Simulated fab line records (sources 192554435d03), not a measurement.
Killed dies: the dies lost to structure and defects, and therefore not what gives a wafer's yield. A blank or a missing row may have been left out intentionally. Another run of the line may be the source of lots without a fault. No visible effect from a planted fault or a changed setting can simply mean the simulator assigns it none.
A struck lot beside a sound one | flow n5 finfet | 14 steps out of a route of 1938
Sound: the wafers L201.3, L201.5, L201.6. Struck: wafers L203.2, L203.5. (L203.3 of the same lot was not struck and is left out.) The cause comes at the end.
Each step with rows lists, per side, the tool, then ch with its chambers, then its first start. Under that, the readings that differ: sound wafers | struck wafers | difference of the means | sigmas: that difference in standard deviations of wafers without a fault.
alike: readings whose means differ by less than 2 such deviations, and words and numbers that are the same on both sides. not compared: withheld readings, readings that some wafer has no value for, bounds like >300 that may hide the same value, and numbers for which the record gives no deviation and whose values overlap.
A row with sigmas, a row that says differs or no value, or rows on one side alone: a step with any of these is where the two part. Non-overlapping numbers with no deviation appear without sigmas and do not part them. Lack of a reading on every wafer of one side parts them only where that side has two or more wafers.

first, 7 steps without rows for these wafers: N5_BEOL_M12_COAT_22 (resist thk 300 nm); N5_BEOL_M12_EBR_24; N5_BEOL_M12_SOFTBAKE_23 (time 60 s); N5_BEOL_M12_EXPOSE_25 (exposes mask M12); N5_BEOL_M12_PEB_26 (peb time 90 s); N5_BEOL_M12_DEVELOP_27 (develop time 45 s); N5_BEOL_M12_HARDBAKE_32 (time 120 s).
N5_BEOL_M12_CD_MEAS_28: the cd target is 160.2 nm.
  sound on cd sem-03 ch 0, day 14 14:42; struck on cd sem-02 ch 0, day 15 20:52
  reading    | sound             | struck      | difference | sigmas
  cd nm (nm) | 160.3 159.7 158.2 | 161.3 162.0 | +2.2       | +2
N5_BEOL_M12_OVL_MEAS_29:
  sound on overlay-02 ch 0, day 14 14:44; struck on overlay-01 ch 0, day 15 20:53
  alike: M12_OVL
N5_BEOL_M12_INSPECT_30: inspects for defects (macro).
  struck on defect inspect-02, day 15 20:55; sound on defect inspect-02, day 14 14:45
  alike: raw defect count
N5_BEOL_M12_DESCUM_33: chemistry O2, time 7.9 s.
  sound on rie diel-01 ch 0,1, day 14 14:50; struck on rie diel-04 ch 0, day 15 20:57
  alike: drypump motor current A, oes product au, rf vpp V, showerhead plenum p Torr, throttle valve pct
  not compared: rf hours counter h
N5_BEOL_M12_ETCH_67: etches SiARC in CF4, target depth 143 nm, time 238.3 s.
  sound on rie diel-01 ch 0,1, day 14 14:52; struck on rie diel-04 ch 0, day 15 20:59
  alike: drypump motor current A, etch rf on time s, oes product au, rf vpp V, showerhead plenum p Torr, throttle valve pct
  not compared: rf hours counter h
N5_BEOL_M12_ETCH_68: etches SOC in N2/H2, time 285 s.
  sound on rie diel-01 ch 0,1, day 14 15:01; struck on rie diel-04 ch 0, day 15 21:08
  reading                                     | sound          | struck    | difference | sigmas
  model.SiARC_of_BEOL_M12_COAT_66.thk nm (nm) | 85.4 85.6 85.4 | 75.8 75.8 | -9.7       |
  alike: drypump motor current A, oes product au, rf vpp V, showerhead plenum p Torr, throttle valve pct
  not compared: rf hours counter h
then, 1 step without rows for these wafers: N5_BEOL_M12_STRIP_69 (strips in N2/H2).

== WHERE THEY PART ==
N5_BEOL_M12_CD_MEAS_28 only, going by this record. Later steps at which nothing parts them and some readings are alike: N5_BEOL_M12_OVL_MEAS_29, N5_BEOL_M12_INSPECT_30, N5_BEOL_M12_DESCUM_33, N5_BEOL_M12_ETCH_67, N5_BEOL_M12_ETCH_68.

WHY: whatever the simulator had introduced
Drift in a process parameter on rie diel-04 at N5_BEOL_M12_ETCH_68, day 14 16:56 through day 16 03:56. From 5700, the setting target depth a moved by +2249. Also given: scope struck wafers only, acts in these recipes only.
